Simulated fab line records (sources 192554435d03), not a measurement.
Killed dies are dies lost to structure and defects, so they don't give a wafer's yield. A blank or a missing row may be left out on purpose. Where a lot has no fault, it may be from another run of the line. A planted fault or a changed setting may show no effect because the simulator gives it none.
3 desks, one fault ; flow n5 finfet ; only its own numbers are on each desk; what lay behind them is given at the end

TOOL OWNER'S DESK, cmp-02
The tool's own readings at N5_DUMMY_GATE_CMP_04 (polishes a-Si): means of the sampled wafers that have a number, for each lot that ran on this tool. Marked OUT: a lot whose mean sits more than 4 standard deviations from the usual mean, which makes it out of limits; the brackets give that distance.
Columns: A = motor current A at N5_DUMMY_GATE_CMP_04, usual 10.0 A; B = slurry flow ml min at N5_DUMMY_GATE_CMP_04, usual 150.1; C = time to endpoint s at N5_DUMMY_GATE_CMP_04, usual 13.1 s
lot;first seen here;A;B;C
L187;day 3 11:40;9.6;149.9;11.8
L189;day 3 23:16;10.0;150.0;11.6
L198;day 6 12:13;9.5;149.9;8.5
This desk's finding: nothing out of limits on any of the 3 lots.

AT THE METROLOGY DESK
Means of the sampled wafers that have a number, per lot and without regard to the tool the lot ran on: this is what the gauges read. Marked OUT: a lot whose mean sits more than 4 standard deviations from the usual mean, which makes it out of limits; the brackets give that distance. 7 of its 13 readings are shown, namely those furthest out on some lot.
Columns: A = cd nm at N5_STI_FIN_REVEAL_CD_MEAS_22, usual 6.21 nm; B = trench depth nm at N5_STI_FIN_REVEAL_FIN_H_MEAS_10, usual 51.8 nm; C = thk nm at N5_DUMMY_GATE_THK_MEAS_05, usual 71.8 nm; D = DIBL_N at N5_BEOL_M4_RC_MEAS_101, usual 35.9 mV/V; E = DIBL_P at N5_BEOL_M4_RC_MEAS_101, usual 35.9 mV/V; F = VT_N at N5_BEOL_M4_RC_MEAS_101, usual 250.6 mV; G = VT_P at N5_BEOL_M4_RC_MEAS_101, usual -250.1 mV
lot;first seen here;A;B;C;D;E;F;G
L187;day 3 07:32;6.18;52.1;71.4;34.6;35.1;249.8;-249.1
L189;day 3 19:10;6.26;51.7;72.2;36.7;36.7;250.7;-247.2
L198;day 6 07:55;6.32;51.2;71.2;33.8;35.4;249.6;-248.4
L202;day 7 03:43;6.21;52.4;73.5;36.5;36.2;253.1;-251.4
L205;day 7 19:44;6.45;50.9;71.8;36.9;37.2;248.7;-249.2
This desk's finding: nothing out of limits on any of the 5 lots.

THE DEFECT DESK
For each lot, the counts of the inspections along the route, averaged over the sampled wafers that have a number. Marked OUT: a lot whose mean sits more than 4 standard deviations from the usual mean, which makes it out of limits; the brackets give that distance.
Columns: A = raw defect count at N5_STI_FIN_REVEAL_INSPECT_13, usual 14
lot;first seen here;A
L187;day 3 07:40;14
L189;day 3 19:17;12
L198;day 6 08:02;10
L202;day 7 03:50;23
L205;day 7 19:52;9
This desk's finding: nothing out of limits on any of the 5 lots.

PUT TOGETHER
The desk of the tool owner found nothing out of limits.
Metrology desk: nothing out of limits seen.
No out-of-limits result turned up at the defect desk.

WHAT THE SIMULATOR HAD PUT IN
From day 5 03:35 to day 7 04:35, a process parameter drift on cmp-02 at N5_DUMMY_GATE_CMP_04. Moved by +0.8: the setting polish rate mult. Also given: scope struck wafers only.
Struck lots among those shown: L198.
